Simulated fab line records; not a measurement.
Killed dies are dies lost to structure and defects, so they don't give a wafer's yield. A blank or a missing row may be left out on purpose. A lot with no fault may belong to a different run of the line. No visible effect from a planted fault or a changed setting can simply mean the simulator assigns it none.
What tool caused it? || flow n5 finfet || 13 lots, 33 wafers sampled, at 4 steps of a route of 1938

## WHAT THE GAUGES SHOWED, per wafer
N5_PASSIVATION_OVL_MEAS_66. Usual: for PASS_OPEN_OVL the level is 0 nm and the standard deviation is 4.7.
{"lot": "L804", "measured": "day 13 14:56", "on": "overlay-02", "PASS_OPEN_OVL (nm)": "-8 -8 -4", "flag": ""}
{"lot": "L805", "measured": "day 13 21:01", "on": "overlay-02", "PASS_OPEN_OVL (nm)": "6 -4 2", "flag": ""}
{"lot": "L806", "measured": "day 14 02:07", "on": "overlay-01", "PASS_OPEN_OVL (nm)": "6 -5 1", "flag": ""}
{"lot": "L810", "measured": "day 14 20:04", "on": "overlay-02", "PASS_OPEN_OVL (nm)": 1, "flag": ""}
{"lot": "L809", "measured": "day 14 21:10", "on": "overlay-02", "PASS_OPEN_OVL (nm)": -8, "flag": ""}
{"lot": "L817", "measured": "day 16 02:49", "on": "overlay-02", "PASS_OPEN_OVL (nm)": "7 4", "flag": ""}
{"lot": "L815", "measured": "day 16 16:15", "on": "overlay-02", "PASS_OPEN_OVL (nm)": "-4 0", "flag": ""}
{"lot": "L819", "measured": "day 17 04:09", "on": "overlay-02", "PASS_OPEN_OVL (nm)": "1 0 1", "flag": ""}
{"lot": "L818", "measured": "day 17 10:47", "on": "overlay-01", "PASS_OPEN_OVL (nm)": "-8 -3 -6", "flag": ""}
{"lot": "L822", "measured": "day 17 17:11", "on": "overlay-01", "PASS_OPEN_OVL (nm)": "-3 -2 1", "flag": ""}
{"lot": "L820", "measured": "day 18 03:16", "on": "overlay-02", "PASS_OPEN_OVL (nm)": "-5 -3 -3", "flag": ""}
{"lot": "L823", "measured": "day 18 17:41", "on": "overlay-01", "PASS_OPEN_OVL (nm)": "-2 -2 -2", "flag": ""}
{"lot": "L827", "measured": "day 19 12:20", "on": "overlay-01", "PASS_OPEN_OVL (nm)": "1 -1 1", "flag": ""}

## TOOL THAT RAN EACH LOT (tool first, then ch and the chambers of the sampled wafers, then the start)
{"lot": "L804", "N5_BEOL_M13_STRIP_64": "plasma asher-02 ch 0,1, day 12 07:13", "N5_PASSIVATION_PECVD_01": "pecvd-04 ch 0,1, day 13 08:23", "N5_PASSIVATION_PRE_CLEAN_19": "pvd sputter-01, day 13 11:47"}
{"lot": "L805", "N5_BEOL_M13_STRIP_64": "plasma asher-02 ch 0,1, day 12 15:50", "N5_PASSIVATION_PECVD_01": "pecvd-04 ch 0,1, day 13 16:12", "N5_PASSIVATION_PRE_CLEAN_19": "pvd sputter-02, day 13 18:00"}
{"lot": "L806", "N5_BEOL_M13_STRIP_64": "plasma asher-01 ch 0,1, day 12 18:31", "N5_PASSIVATION_PECVD_01": "pecvd-04 ch 1,2, day 13 19:50", "N5_PASSIVATION_PRE_CLEAN_19": "pvd sputter-02, day 13 22:50"}
{"lot": "L810", "N5_BEOL_M13_STRIP_64": "plasma asher-01 ch 0, day 13 15:25", "N5_PASSIVATION_PECVD_01": "pecvd-01 ch 1, day 14 14:41", "N5_PASSIVATION_PRE_CLEAN_19": "pvd sputter-01, day 14 17:22"}
{"lot": "L809", "N5_BEOL_M13_STRIP_64": "plasma asher-01 ch 0, day 13 20:01", "N5_PASSIVATION_PECVD_01": "pecvd-04 ch 1, day 14 16:15", "N5_PASSIVATION_PRE_CLEAN_19": "pvd sputter-03, day 14 18:25"}
{"lot": "L817", "N5_BEOL_M13_STRIP_64": "plasma asher-02 ch 0,1, day 15 00:29", "N5_PASSIVATION_PECVD_01": "pecvd-01 ch 0,1, day 15 21:10", "N5_PASSIVATION_PRE_CLEAN_19": "pvd sputter-01, day 16 00:15"}
{"lot": "L815", "N5_BEOL_M13_STRIP_64": "plasma asher-02 ch 0,1, day 15 08:39", "N5_PASSIVATION_PECVD_01": "pecvd-04 ch 1, day 16 10:14", "N5_PASSIVATION_PRE_CLEAN_19": "pvd sputter-01, day 16 13:46"}
{"lot": "L819", "N5_BEOL_M13_STRIP_64": "plasma asher-02 ch 0, day 15 19:48", "N5_PASSIVATION_PECVD_01": "pecvd-01 ch 1,2, day 16 22:31", "N5_PASSIVATION_PRE_CLEAN_19": "pvd sputter-01, day 17 01:26"}
{"lot": "L818", "N5_BEOL_M13_STRIP_64": "plasma asher-02 ch 0,1, day 16 01:50", "N5_PASSIVATION_PECVD_01": "pecvd-01 ch 1,2, day 17 03:31", "N5_PASSIVATION_PRE_CLEAN_19": "pvd sputter-03, day 17 08:02"}
{"lot": "L822", "N5_BEOL_M13_STRIP_64": "plasma asher-02 ch 0,1, day 16 09:13", "N5_PASSIVATION_PECVD_01": "pecvd-01 ch 0,1, day 17 10:17", "N5_PASSIVATION_PRE_CLEAN_19": "pvd sputter-01, day 17 14:33"}
{"lot": "L820", "N5_BEOL_M13_STRIP_64": "plasma asher-02 ch 0,1, day 16 18:01", "N5_PASSIVATION_PECVD_01": "pecvd-04 ch 0,2, day 17 20:55", "N5_PASSIVATION_PRE_CLEAN_19": "pvd sputter-02, day 18 00:10"}
{"lot": "L823", "N5_BEOL_M13_STRIP_64": "plasma asher-02 ch 0,1, day 17 10:29", "N5_PASSIVATION_PECVD_01": "pecvd-02 ch 0,2, day 18 10:43", "N5_PASSIVATION_PRE_CLEAN_19": "pvd sputter-01, day 18 15:01"}
{"lot": "L827", "N5_BEOL_M13_STRIP_64": "plasma asher-02 ch 0, day 18 12:50", "N5_PASSIVATION_PECVD_01": "pecvd-01 ch 1,2, day 19 07:28", "N5_PASSIVATION_PRE_CLEAN_19": "pvd sputter-01, day 19 09:57"}
- N5_BEOL_M13_STRIP_64: strips in N2/H2.
- N5_PASSIVATION_PECVD_01: deposits SiNx from SiH4/NH3/N2, target thk 200 nm, time 43.2 s.
- N5_PASSIVATION_PRE_CLEAN_19

## AS READ BY THE TOOLS THEMSELVES (means over the sampled wafers that have a number; for cases with no such wafer, the mark the record gives instead)
N5_BEOL_M13_STRIP_64. Usual: drypump motor current A 5.5 A, standard deviation 0.42; heater power w 334 W, standard deviation 19; oes product au 0.715 a.u., standard deviation 0.0045; strip time to endpoint s 31.33 s, standard deviation 0.073.
{"lot": "L804", "tool": "plasma asher-02", "drypump motor current A (A)": 5.1, "heater power w (W)": 344, "oes product au (a.u.)": 0.715, "strip time to endpoint s (s)": 31.24, "flag": ""}
{"lot": "L805", "tool": "plasma asher-02", "drypump motor current A (A)": 5.2, "heater power w (W)": 329, "oes product au (a.u.)": 0.715, "strip time to endpoint s (s)": 31.36, "flag": ""}
{"lot": "L806", "tool": "plasma asher-01", "drypump motor current A (A)": 5.9, "heater power w (W)": 334, "oes product au (a.u.)": 0.713, "strip time to endpoint s (s)": 31.29, "flag": ""}
{"lot": "L810", "tool": "plasma asher-01", "drypump motor current A (A)": 5.5, "heater power w (W)": 307, "oes product au (a.u.)": 0.715, "strip time to endpoint s (s)": 31.42, "flag": ""}
{"lot": "L809", "tool": "plasma asher-01", "drypump motor current A (A)": 5.4, "heater power w (W)": 311, "oes product au (a.u.)": 0.718, "strip time to endpoint s (s)": 31.21, "flag": ""}
{"lot": "L817", "tool": "plasma asher-02", "drypump motor current A (A)": 5.2, "heater power w (W)": 336, "oes product au (a.u.)": 0.713, "strip time to endpoint s (s)": 31.39, "flag": ""}
{"lot": "L815", "tool": "plasma asher-02", "drypump motor current A (A)": 5.2, "heater power w (W)": 340, "oes product au (a.u.)": 0.714, "strip time to endpoint s (s)": 31.27, "flag": ""}
{"lot": "L819", "tool": "plasma asher-02", "drypump motor current A (A)": 5.2, "heater power w (W)": 323, "oes product au (a.u.)": 0.719, "strip time to endpoint s (s)": 31.49, "flag": ""}
{"lot": "L818", "tool": "plasma asher-02", "drypump motor current A (A)": 5.2, "heater power w (W)": 333, "oes product au (a.u.)": 0.719, "strip time to endpoint s (s)": 31.43, "flag": ""}
{"lot": "L822", "tool": "plasma asher-02", "drypump motor current A (A)": 5.2, "heater power w (W)": 333, "oes product au (a.u.)": 0.713, "strip time to endpoint s (s)": 31.38, "flag": ""}
{"lot": "L820", "tool": "plasma asher-02", "drypump motor current A (A)": 5.2, "heater power w (W)": 336, "oes product au (a.u.)": 0.717, "strip time to endpoint s (s)": 31.35, "flag": ""}
{"lot": "L823", "tool": "plasma asher-02", "drypump motor current A (A)": 5.2, "heater power w (W)": 333, "oes product au (a.u.)": 0.716, "strip time to endpoint s (s)": 31.27, "flag": ""}
{"lot": "L827", "tool": "plasma asher-02", "drypump motor current A (A)": 5.2, "heater power w (W)": 324, "oes product au (a.u.)": 0.712, "strip time to endpoint s (s)": 31.44, "flag": ""}

N5_PASSIVATION_PECVD_01. Usual: heater power w 373 W, standard deviation 68; showerhead plenum p Torr 8.68 Torr, standard deviation 0.089; throttle valve pct 30.0 %, standard deviation 1.3.
{"lot": "L804", "tool": "pecvd-04", "heater power w (W)": 330, "showerhead plenum p Torr (Torr)": 8.78, "throttle valve pct (%)": 31.1, "flag": ""}
{"lot": "L805", "tool": "pecvd-04", "heater power w (W)": 318, "showerhead plenum p Torr (Torr)": 8.77, "throttle valve pct (%)": 31.0, "flag": ""}
{"lot": "L806", "tool": "pecvd-04", "heater power w (W)": 389, "showerhead plenum p Torr (Torr)": 8.63, "throttle valve pct (%)": 28.7, "flag": ""}
{"lot": "L810", "tool": "pecvd-01", "heater power w (W)": 430, "showerhead plenum p Torr (Torr)": 8.76, "throttle valve pct (%)": 29.5, "flag": ""}
{"lot": "L809", "tool": "pecvd-04", "heater power w (W)": 342, "showerhead plenum p Torr (Torr)": 8.77, "throttle valve pct (%)": 30.3, "flag": ""}
{"lot": "L817", "tool": "pecvd-01", "heater power w (W)": 452, "showerhead plenum p Torr (Torr)": 8.72, "throttle valve pct (%)": 30.6, "flag": ""}
{"lot": "L815", "tool": "pecvd-04", "heater power w (W)": 312, "showerhead plenum p Torr (Torr)": 8.77, "throttle valve pct (%)": 30.1, "flag": ""}
{"lot": "L819", "tool": "pecvd-01", "heater power w (W)": 429, "showerhead plenum p Torr (Torr)": 8.69, "throttle valve pct (%)": 29.7, "flag": ""}
{"lot": "L818", "tool": "pecvd-01", "heater power w (W)": 390, "showerhead plenum p Torr (Torr)": 8.68, "throttle valve pct (%)": 29.7, "flag": ""}
{"lot": "L822", "tool": "pecvd-01", "heater power w (W)": 473, "showerhead plenum p Torr (Torr)": 8.74, "throttle valve pct (%)": 30.3, "flag": ""}
{"lot": "L820", "tool": "pecvd-04", "heater power w (W)": 387, "showerhead plenum p Torr (Torr)": 8.65, "throttle valve pct (%)": 29.4, "flag": ""}
{"lot": "L823", "tool": "pecvd-02", "heater power w (W)": 341, "showerhead plenum p Torr (Torr)": 8.66, "throttle valve pct (%)": 29.6, "flag": ""}
{"lot": "L827", "tool": "pecvd-01", "heater power w (W)": 357, "showerhead plenum p Torr (Torr)": 8.63, "throttle valve pct (%)": 29.9, "flag": ""}

N5_PASSIVATION_PRE_CLEAN_19. Usual: heater power w reads 483 W (standard deviation 50).
{"lot": "L804", "tool": "pvd sputter-01", "heater power w (W)": 501, "flag": ""}
{"lot": "L805", "tool": "pvd sputter-02", "heater power w (W)": 489, "flag": ""}
{"lot": "L806", "tool": "pvd sputter-02", "heater power w (W)": 462, "flag": ""}
{"lot": "L810", "tool": "pvd sputter-01", "heater power w (W)": 448, "flag": ""}
{"lot": "L809", "tool": "pvd sputter-03", "heater power w (W)": 463, "flag": ""}
{"lot": "L817", "tool": "pvd sputter-01", "heater power w (W)": 536, "flag": ""}
{"lot": "L815", "tool": "pvd sputter-01", "heater power w (W)": 498, "flag": ""}
{"lot": "L819", "tool": "pvd sputter-01", "heater power w (W)": 486, "flag": ""}
{"lot": "L818", "tool": "pvd sputter-03", "heater power w (W)": 453, "flag": ""}
{"lot": "L822", "tool": "pvd sputter-01", "heater power w (W)": 502, "flag": ""}
{"lot": "L820", "tool": "pvd sputter-02", "heater power w (W)": 487, "flag": ""}
{"lot": "L823", "tool": "pvd sputter-01", "heater power w (W)": 515, "flag": ""}
{"lot": "L827", "tool": "pvd sputter-01", "heater power w (W)": 489, "flag": ""}

## THE ANSWER, worked out from the rows above alone
Rule: a lot is off if the mean of its wafers that have a number lies more than 3 standard deviations from the usual mean. A lot without any number at a reading at which 4 lots or more have one is off too. Where the step has rows for the other lots, those lots are counted as sound. Order of review: gauges by route order, followed by the tools' own readings, for which a lot's mean as printed above is used. At the first step where some lot is off, the reading lying furthest off is the one used; lots without a number count as furthest.
None of the lots is off at any reading shown; this tells nothing.

## WHAT THE SIMULATOR HAD PUT IN
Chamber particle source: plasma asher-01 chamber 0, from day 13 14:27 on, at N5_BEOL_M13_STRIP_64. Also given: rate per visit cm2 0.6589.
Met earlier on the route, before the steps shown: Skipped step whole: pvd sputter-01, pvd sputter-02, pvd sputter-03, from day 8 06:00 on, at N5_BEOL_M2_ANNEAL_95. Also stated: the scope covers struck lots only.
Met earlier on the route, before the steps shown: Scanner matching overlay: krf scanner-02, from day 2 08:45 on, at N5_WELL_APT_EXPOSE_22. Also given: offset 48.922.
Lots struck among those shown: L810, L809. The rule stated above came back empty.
